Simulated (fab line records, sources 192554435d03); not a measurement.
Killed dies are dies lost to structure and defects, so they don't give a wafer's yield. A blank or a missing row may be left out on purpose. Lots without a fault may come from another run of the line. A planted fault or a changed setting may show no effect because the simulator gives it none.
Chamber matching | flow n5_finfet | N5_BEOL_M13_VIA_ETCH_16 on rie_diel-02: 4 sister chambers
The step etches SiOC in C4F8/O2/Ar, target depth 921.7 nm. 14 wafers are shown with their chamber, then 7 later ones without.

WAFERS WITH THEIR CHAMBER
wafer  | chamber | drypump_motor_current_A (A) | showerhead_plenum_p_Torr (Torr) | throttle_valve_pct (%)
L075.3 | 0       | 5.8                         | 3.58                            | 23.86
L075.5 | 2       | 5.5                         | 3.54                            | 24.59
L075.6 | 0       | 5.8                         | 3.58                            | 23.87
L078.3 | 2       | 5.5                         | 3.54                            | 24.60
L078.4 | 1       | 6.0                         | 3.65                            | 23.76
L078.6 | 3       | 5.9                         | 3.48                            | 24.14
L080.2 | 1       | 6.0                         | 3.65                            | 23.77
L080.4 | 2       | 5.5                         | 3.54                            | 24.60
L080.6 | 1       | 6.0                         | 3.65                            | 23.75
L082.2 | 0       | 5.8                         | 3.57                            | 23.89
L082.5 | 3       | 6.0                         | 3.47                            | 24.18
L082.6 | 0       | 5.8                         | 3.57                            | 23.87
L091.2 | 2       | 5.5                         | 3.53                            | 24.31
L091.3 | 3       | 5.9                         | 3.46                            | 24.17

SIGNATURES (means of the wafers above)
reading                  | chamber 0 | chamber 1 | chamber 2 | chamber 3 | scatter within a chamber
drypump_motor_current_A  | 5.800     | 6.000     | 5.500     | 5.933     | 0.0258
showerhead_plenum_p_Torr | 3.5750    | 3.6500    | 3.5375    | 3.4700    | 0.00612
throttle_valve_pct       | 23.8725   | 23.7600   | 24.5250   | 24.1633   | 0.0795
Rule: a wafer's distance from a chamber is the root of the sum, over the readings, of the square of ((its reading less the chamber's mean) divided by the reading's scatter). The wafer belongs to the nearest chamber; if the next one is less than 2 further off, it can't be placed. The scatter: the root of (the sum of the squares of (reading less its chamber's mean) over the shown wafers, divided by (wafers less chambers)).

WAFERS WITHOUT THEIR CHAMBER
wafer  | drypump_motor_current_A (A) | showerhead_plenum_p_Torr (Torr) | throttle_valve_pct (%)
L091.6 | 5.8                         | 3.56                            | 23.91
L093.1 | 5.5                         | 3.53                            | 24.31
L093.2 | 5.9                         | 3.46                            | 24.19
L093.5 | 5.8                         | 3.56                            | 23.90
L094.1 | 5.5                         | 3.52                            | 24.33
L094.5 | 5.5                         | 3.52                            | 24.32
L094.6 | 5.9                         | 3.46                            | 24.19

WHICH CHAMBER EACH WENT THROUGH
wafer  | from the rows above | in truth
L091.6 | 0                   | 0
L093.1 | 2                   | 2
L093.2 | 3                   | 3
L093.5 | 0                   | 0
L094.1 | 2                   | 2
L094.5 | 2                   | 2
L094.6 | 3                   | 3
Placed correctly: 7 of 7. Can't be placed from these rows: 0. Placed wrongly: 0.
